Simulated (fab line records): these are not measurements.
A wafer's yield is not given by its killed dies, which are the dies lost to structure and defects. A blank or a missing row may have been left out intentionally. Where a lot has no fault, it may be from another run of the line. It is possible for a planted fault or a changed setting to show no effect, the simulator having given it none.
fab line records	flow nandHarc
record lots=13	wafers=39	lastDay=25
route steps=1159 shown P_ZERO_WELL@59 P_GATE@138 END@1159
lots with no fault: from the same line, run without faults
startH: the number of hours between the record's first day and the start of the first shown wafer of the lot	waitH: hours from the lot's prior step to this one	" as in the row above	L1.1+2: a row that stands for several wafers	- either no value or no given start	* or withheld: withheld	< > ~ a bound
route shown NAME@n: names a module that has steps shown in the file, with the first one's number in the route	usual: average and standard deviation across the fault-free wafers	same: alike in all rows	chamber/n: place in a boat	sites: each site's reading	_std_site: how widely they spread, as a standard deviation	_edge_site: the outer-site mean with the inner-site mean subtracted	radiusMm: how far each site lies from the wafer's centre	mask NAME#n: copy n	behind: the last tool/chamber to shape the wafer	hold: why the lot was held/for how many hours/how that ended	device: names the non-switching transistor (n, p or np)	end of line: the route-end tests of the same wafers	a step given without rows: its recipe and nothing more	killed: the dies lost at the first sort to structure and to defects; this is not the yield of the wafer	map: dies across one wafer; x = killed, . = not, _ = none there
set.NAME: the run value of the setting; set.NAME@STEP: its run value at that earlier step	model.NAME: the simulator's own value behind a step, which no gauge read
a sample of lots followed through the steps of the route, with each step as a table and each wafer as a row
services: from which hour (startH, from the record's first day; less than 0 if before it) a tool's chamber was out of use, for how many hours, and why
## steps
# step NHARC_P_ZERO_WELL_CD_MEAS_52
# recipe targetCdNm=2000	landingEnergyEv=500
# usual cdNm=2000.6/2.3
lot.wafer	tool	chamber	startH	waitH	cdNm
L341.2	cdSem-03	0	17.64	-	2002.7
L341.4	"	0	"	"	1998.4
L341.6	"	0	"	"	1998.5
L343.1	cdSem-02	0	29.89	-	2003.0
L343.4	"	0	"	"	2001.3
L343.6	"	0	"	"	2003.2
L344.3	cdSem-02	0	35.76	-	1998.4
L344.5	"	0	"	"	1998.3
L344.6	"	0	"	"	2002.2
L347.1	cdSem-03	0	53.61	-	1999.1
L347.2	"	0	"	"	2004.5
L347.3	"	0	"	"	2001.6
L349.3	cdSem-01	0	65.64	-	2000.8
L349.4	"	0	"	"	2003.1
L349.5	"	0	"	"	2002.6
L350.2	cdSem-01	0	71.93	-	2004.9
L350.3	"	0	"	"	2000.5
L350.5	"	0	"	"	2002.3
L353.1	cdSem-02	0	89.92	-	2002.3
L353.2	"	0	"	"	2002.1
L353.6	"	0	"	"	2003.4
L355.1	cdSem-03	0	102.09	-	1996.6
L355.3	"	0	"	"	1997.9
L355.5	"	0	"	"	1995.9
L356.1	cdSem-03	0	107.62	-	1997.9
L356.4	"	0	"	"	2000.8
L356.5	"	0	"	"	1996.9
L359.3	cdSem-03	0	125.77	-	2000.9
L359.5	"	0	"	"	2001.6
L359.6	"	0	"	"	1998.5
L361.2	cdSem-03	0	137.77	-	2002.2
L361.3	"	0	"	"	2001.8
L361.5	"	0	"	"	2000.0
L363.3	cdSem-03	0	150.03	-	1998.8
L363.5	"	0	"	"	2002.0
L363.6	"	0	"	"	1998.4
L364.1	cdSem-02	0	156.01	-	1998.0
L364.5	"	0	"	"	1998.5
L364.6	"	0	"	"	2002.8
# step NHARC_P_GATE_EXPOSE_23
# recipe na=1.35	targetCdNm=120	doseMj=93.91	maskId=P_GATE
lot.wafer	tool	chamber	startH	waitH	mask
L341.2+4+6	arfiScanner-01	0	83.18	-	P_GATE#0
L343.1+4+6	arfiScanner-02	0	100.05	-	P_GATE#0
L344.3+5+6	arfiScanner-02	0	104.54	-	P_GATE#0
L347.1+2+3	arfiScanner-01	0	127.98	-	P_GATE#0
L349.3+4+5	arfiScanner-01	0	134.79	-	P_GATE#0
L350.2+3+5	arfiScanner-02	0	138.27	-	P_GATE#0
L353.1+2+6	arfiScanner-03	0	163.99	-	P_GATE#0
L355.1+3+5	arfiScanner-01	0	172.03	-	P_GATE_R1#0
L356.1+4+5	arfiScanner-01	0	178.77	-	P_GATE#0
L359.3+5+6	arfiScanner-03	0	191.86	-	P_GATE#0
L361.2+3+5	arfiScanner-03	0	208.07	-	P_GATE#0
L363.3+5+6	arfiScanner-02	0	222.58	-	P_GATE#0
L364.1+5+6	arfiScanner-03	0	223.14	-	P_GATE#0
# step NHARC_P_GATE_CD_MEAS_26
# recipe targetCdNm=120	landingEnergyEv=500
# usual cdNm=119.8/0.68
lot.wafer	tool	chamber	startH	waitH	cdNm
L341.2	cdSem-03	0	83.32	-	119.7
L341.4	"	0	"	"	121.1
L341.6	"	0	"	"	120.3
L343.1	cdSem-02	0	100.19	-	121.2
L343.4	"	0	"	"	120.8
L343.6	"	0	"	"	119.7
L344.3	cdSem-01	0	104.68	-	120.8
L344.5	"	0	"	"	121.0
L344.6	"	0	"	"	120.0
L347.1	cdSem-01	0	128.12	-	119.9
L347.2	"	0	"	"	120.5
L347.3	"	0	"	"	120.0
L349.3	cdSem-02	0	134.93	-	120.0
L349.4	"	0	"	"	119.8
L349.5	"	0	"	"	120.3
L350.2	cdSem-03	0	138.41	-	118.4
L350.3	"	0	"	"	119.3
L350.5	"	0	"	"	119.7
L353.1	cdSem-03	0	164.13	-	119.5
L353.2	"	0	"	"	119.4
L353.6	"	0	"	"	120.1
L355.1	cdSem-01	0	172.17	-	106.4
L355.3	"	0	"	"	104.5
L355.5	"	0	"	"	106.1
L356.1	cdSem-02	0	178.91	-	119.7
L356.4	"	0	"	"	120.2
L356.5	"	0	"	"	120.0
L359.3	cdSem-01	0	191.99	-	120.2
L359.5	"	0	"	"	120.3
L359.6	"	0	"	"	119.5
L361.2	cdSem-01	0	208.21	-	119.5
L361.3	"	0	"	"	120.0
L361.5	"	0	"	"	119.6
L363.3	cdSem-03	0	222.72	-	121.1
L363.5	"	0	"	"	119.6
L363.6	"	0	"	"	119.7
L364.1	cdSem-03	0	223.28	-	119.6
L364.5	"	0	"	"	121.2
L364.6	"	0	"	"	120.2
# step NHARC_P_GATE_STRIP_112
# recipe powerW=1500	tempC=110	timeS=200	chemistry=N2/H2
# usual drypumpMotorCurrentA=5.6/0.47	heaterPowerW=94/5.8	tempC=109.99/0.13
lot.wafer	tool	chamber	startH	waitH	drypumpMotorCurrentA	heaterPowerW	rfHoursCounterH	tempC
L341.2	plasmaAsher-02	1	100.06	0.4	5.8	92	25	110.09
L341.4	"	0	"	"	6.2	86	-	110.07
L341.6	"	1	"	"	5.9	97	-	110.04
L343.1	plasmaAsher-01	0	114.86	0.3	5.0	95	2	109.73
L343.4	"	0	"	"	4.9	91	-	109.85
L343.6	"	0	"	"	4.9	90	-	110.02
L344.3	plasmaAsher-02	0	119.07	0.2	6.2	84	-	110.10
L344.6	"	0	"	"	6.2	86	-	110.20
L344.5	"	1	"	"	5.8	96	-	109.91
L347.1	plasmaAsher-01	0	142.32	0.2	4.9	93	12	109.97
L347.2	"	1	"	"	5.8	102	12	110.02
L347.3	"	1	"	"	5.8	100	-	110.09
L349.4	plasmaAsher-02	0	149.31	0.2	6.2	86	-	109.84
L349.3	"	1	"	"	5.9	98	-	109.94
L349.5	"	0	"	"	6.2	88	-	110.13
L350.2	plasmaAsher-01	0	152.80	0.2	4.9	96	15	109.79
L350.3	"	0	"	"	5.0	92	-	109.80
L350.5	"	0	"	"	4.9	94	-	109.93
L353.2	plasmaAsher-02	1	179.85	0.2	5.9	96	50	110.21
L353.1	"	0	"	"	6.2	82	50	109.81
L353.6	"	0	"	"	6.2	85	-	110.08
L355.1	plasmaAsher-01	1	186.65	0.3	5.8	102	30	110.10
L355.3	"	1	"	"	5.8	102	-	110.07
L355.5	"	1	"	"	5.7	103	-	109.90
L356.1	plasmaAsher-02	0	195.55	0.3	6.2	84	1	109.98
L356.4	"	0	"	"	6.2	85	-	110.08
L356.5	"	0	"	"	6.2	85	-	109.88
L359.3	plasmaAsher-01	1	206.41	0.2	5.8	100	-	110.01
L359.5	"	1	"	"	5.7	100	-	110.16
L359.6	"	0	"	"	4.9	92	-	110.03
L361.2	plasmaAsher-01	0	222.64	0.2	4.9	92	42	109.97
L361.3	"	0	"	"	5.0	90	-	110.04
L361.5	"	1	"	"	5.7	98	-	109.99
L363.3	plasmaAsher-02	0	237.81	0.2	6.2	85	-	110.09
L363.6	"	0	"	"	6.2	84	-	109.92
L363.5	"	1	"	"	5.8	96	-	109.67
L364.1	plasmaAsher-01	0	237.95	0.2	4.9	94	47	109.74
L364.5	"	1	"	"	5.8	99	-	109.90
L364.6	"	0	"	"	5.0	93	-	109.76
# step NHARC_P_GATE_STRIP_113
# recipe powerW=1500	tempC=110	timeS=740	chemistry=N2/H2
# usual drypumpMotorCurrentA=5.7/0.46	heaterPowerW=93/5.9	tempC=110.00/0.13
lot.wafer	tool	chamber	startH	waitH	drypumpMotorCurrentA	heaterPowerW	rfHoursCounterH	tempC
L341.2	plasmaAsher-02	1	102.48	0.7	5.8	94	26	110.25
L341.4	"	1	"	"	5.9	95	-	109.92
L341.6	"	0	"	"	6.2	85	-	110.02
L343.1	plasmaAsher-02	1	116.65	0.3	5.8	96	32	109.95
L343.4	"	0	"	"	6.2	85	-	109.93
L343.6	"	1	"	"	5.8	97	-	109.79
L344.3	plasmaAsher-02	0	121.03	0.5	6.2	84	-	110.07
L344.6	"	0	"	"	6.2	84	-	110.06
L344.5	"	1	"	"	5.8	94	-	110.30
L347.2	plasmaAsher-02	0	143.90	0.2	6.2	84	41	109.89
L347.1	"	1	"	"	5.8	97	41	109.85
L347.3	"	0	"	"	6.2	84	-	109.98
L349.4	plasmaAsher-01	1	151.24	0.3	5.7	100	-	110.08
L349.3	"	0	"	"	5.0	95	-	109.99
L349.5	"	0	"	"	5.0	94	-	109.96
L350.2	plasmaAsher-01	0	154.38	0.2	4.9	91	16	110.02
L350.3	"	0	"	"	4.9	91	-	109.99
L350.5	"	0	"	"	4.9	93	-	109.81
L353.2	plasmaAsher-02	1	181.63	0.2	5.8	96	50	110.03
L353.1	"	0	"	"	6.2	85	50	110.04
L353.6	"	0	"	"	6.2	83	-	110.20
L355.1	plasmaAsher-01	0	188.43	0.3	5.0	91	31	110.17
L355.3	"	0	"	"	4.9	94	-	110.13
L355.5	"	1	"	"	5.8	101	-	110.19
L356.1	plasmaAsher-02	1	197.09	0.2	5.9	97	1	109.88
L356.4	"	1	"	"	5.9	97	-	109.83
L356.5	"	0	"	"	6.2	83	-	110.04
L359.3	plasmaAsher-02	0	208.29	0.4	6.2	87	-	109.77
L359.5	"	0	"	"	6.2	86	-	109.86
L359.6	"	1	"	"	5.8	93	-	110.08
L361.2	plasmaAsher-02	1	224.38	0.2	5.9	98	11	110.04
L361.3	"	0	"	"	6.2	87	-	110.07
L361.5	"	0	"	"	6.2	85	-	110.11
L364.1	plasmaAsher-02	0	239.63	0.2	6.2	86	16	109.96
L364.6	"	0	"	"	6.2	85	-	109.88
L364.5	"	1	"	"	5.9	96	-	109.90
L363.3	plasmaAsher-01	0	239.68	0.4	4.9	90	-	110.03
L363.5	"	0	"	"	4.9	93	-	110.08
L363.6	"	1	"	"	5.7	102	-	110.09
# step NHARC_END_SORT_01
# recipe tempC=25
# usual killedAtArray=27/11	killedAtOther=0.7/1.1	killedAtPeriphery=3.6/2.4	killedDies=32/11	killedOpen=3.3/1.8	killedShort=2.1/1.5
# same grossDies=677
lot.wafer	tool	chamber	startH	waitH	killedAtArray	killedAtOther	killedAtPeriphery	killedDies	killedOpen	killedShort
L355.1	prober-01	0	525.54	2.5	11	1	5	17	0	4
L355.3	prober-01	0	527.11	3.1	9	0	28	37	0	3
L355.5	prober-01	0	528.69	3.6	12	1	8	21	4	3
# killed by level:class
L355.1 A_CHANNEL_HOLE_D1:chamberFilmFlake=4 P_GATE:areaExpose=4 A_CONTACT:chamberFilmFlake=3 A_CONTACT:geometricParticle:short=2 A_WL_FILL:geometricParticle:short=1 A_M0:geometricParticle:short=1 P_M1:chamberFilmFlake=1 THIN_TSV:chamberFilmFlake=1
L355.3 P_GATE:areaExpose=27 A_CHANNEL_HOLE_D1:chamberFilmFlake=4 A_WL_FILL:chamberFilmFlake=2 P_M1:geometricParticle:short=1 A_ONON_D1:geometricParticle:short=1 A_SGD_CUT:geometricParticle:short=1 A_CONTACT:chamberFilmFlake=1
L355.5 P_GATE:areaExpose=7 A_STAIRCASE:chamberFilmFlake=2 A_WL_FILL:chamberFilmFlake=2 A_CONTACT:chamberFilmFlake=2 P_M1:geometricParticle:open=1 A_ONON_D1:geometricParticle:short=1 A_CHANNEL_FILL_D1:geometricParticle:short=1 A_WL_FILL:geometricParticle:open=1
## services
tool	chamber	startH	hours	kind
plasmaAsher-02	-	72.58	4.3	repair
arfiScanner-02	-	84.00	4.0	pm
arfiScanner-01	-	89.26	0.5	repair
arfiScanner-01	-	92.16	9.3	repair
plasmaAsher-01	-	99.00	9.0	pm
plasmaAsher-01	0	99.00	9.0	ventCycle
plasmaAsher-01	1	99.00	9.0	ventCycle
plasmaAsher-01	0	108.00	-	clean
plasmaAsher-01	1	108.00	-	clean
arfiScanner-03	-	140.00	4.0	pm
plasmaAsher-02	-	152.71	2.3	repair
plasmaAsher-02	-	163.33	7.7	repair
plasmaAsher-02	-	183.00	9.0	pm
plasmaAsher-02	0	183.00	9.0	ventCycle
plasmaAsher-02	1	183.00	9.0	ventCycle
plasmaAsher-02	0	192.00	-	clean
plasmaAsher-02	1	192.00	-	clean
arfiScanner-01	-	196.00	4.0	pm
arfiScanner-01	-	234.88	1.2	repair
## key
firstSign step=NHARC_P_GATE_EXPOSE_23	reading=mask	direction=changed
effect step=NHARC_P_GATE_CD_MEAS_26	reading=cdNm	direction=down	sigmas=21	usual=119.8	struck=105.6
effect step=NHARC_END_SORT_01	reading=killedAtPeriphery	direction=up	sigmas=4.3	usual=3.6	struck=13.7	wafersMoved=2
metAt NHARC_P_GATE_EXPOSE_23
struckLots L355
testerLeftOut L355
notActingAt NHARC_P_ZERO_WELL_CD_MEAS_52,NHARC_P_GATE_STRIP_112,NHARC_P_GATE_STRIP_113
onsetBetween 134.79 172.03
fault kind=wrongMask	tool=any	chamber=-	onsetH=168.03	steps=NHARC_P_GATE_EXPOSE_23	auxCopy=P_GATE_R1#0	cdOffsetNm=-14.373	scope=struckLotsOnly
# testerLeftOut: of these lots the tester's yield and bins aren't shown, on N5 and GAA mostly nor the transistor test; their killed dies are dies lost to structure and defects alone, not to doping, threshold or leakage, so they don't give the yield
